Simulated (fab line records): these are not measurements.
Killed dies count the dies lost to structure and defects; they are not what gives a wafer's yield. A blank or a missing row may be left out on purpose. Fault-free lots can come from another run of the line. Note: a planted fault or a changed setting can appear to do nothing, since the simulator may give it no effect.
Chamber matching ; flow n5-finfet ; N5_BEOL_M12_DEP_53 on pecvd-03 has 3 sister chambers
The step deposits SiCN from 3MS/NH3, target thk 30 nm, time 10.5 s. 6 wafers are shown with their chamber, then 8 later ones without.

== EACH WAFER AND ITS CHAMBER ==
wafer;chamber;showerhead-plenum-p-Torr (Torr);throttle-valve-pct (%)
L081.4;1;4.145;17.1
L083.1;1;4.168;17.4
L088.3;2;4.125;17.6
L088.4;0;4.165;17.5
L088.5;2;4.121;17.5
L089.1;0;4.162;17.6

== WAFERS WHOSE CHAMBER IS MISSING ==
wafer;showerhead-plenum-p-Torr (Torr);throttle-valve-pct (%)
L089.3;4.147;17.5
L089.4;4.152;17.3
L093.1;4.149;17.6
L093.2;4.145;17.5
L093.5;4.151;17.6
L094.2;4.160;17.5
L094.3;4.135;17.4
L094.5;4.120;17.4

== WHICH CHAMBER EACH ONE RAN IN ==
wafer;from the rows above;in truth
L089.3;can't be placed: 0 or 1 or 2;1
L089.4;can't be placed: 1 or 0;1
L093.1;can't be placed: 0 or 1 or 2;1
L093.2;can't be placed: 0 or 1 or 2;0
L093.5;can't be placed: 0 or 1 or 2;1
L094.2;can't be placed: 0 or 1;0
L094.3;can't be placed: 2 or 1 or 0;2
L094.5;2;2
Placed correctly: 1 of 8. Not placeable from these rows: 7 (in 7, the candidates include the true chamber). Wrongly placed: 0.
How it was worked out, from the rows above alone: a wafer's distance from a chamber is the root of the sum, over the readings, of the square of ((its reading less the chamber's mean) divided by the reading's scatter). The wafer belongs to the nearest chamber; if the next one is less than 2 further off, it can't be placed. For every chamber, the mean is computed from those of its wafers that are shown. The scatter: take each reading less its chamber's mean, square it, sum over the shown wafers, divide by the number of wafers less the number of chambers, and take the root.
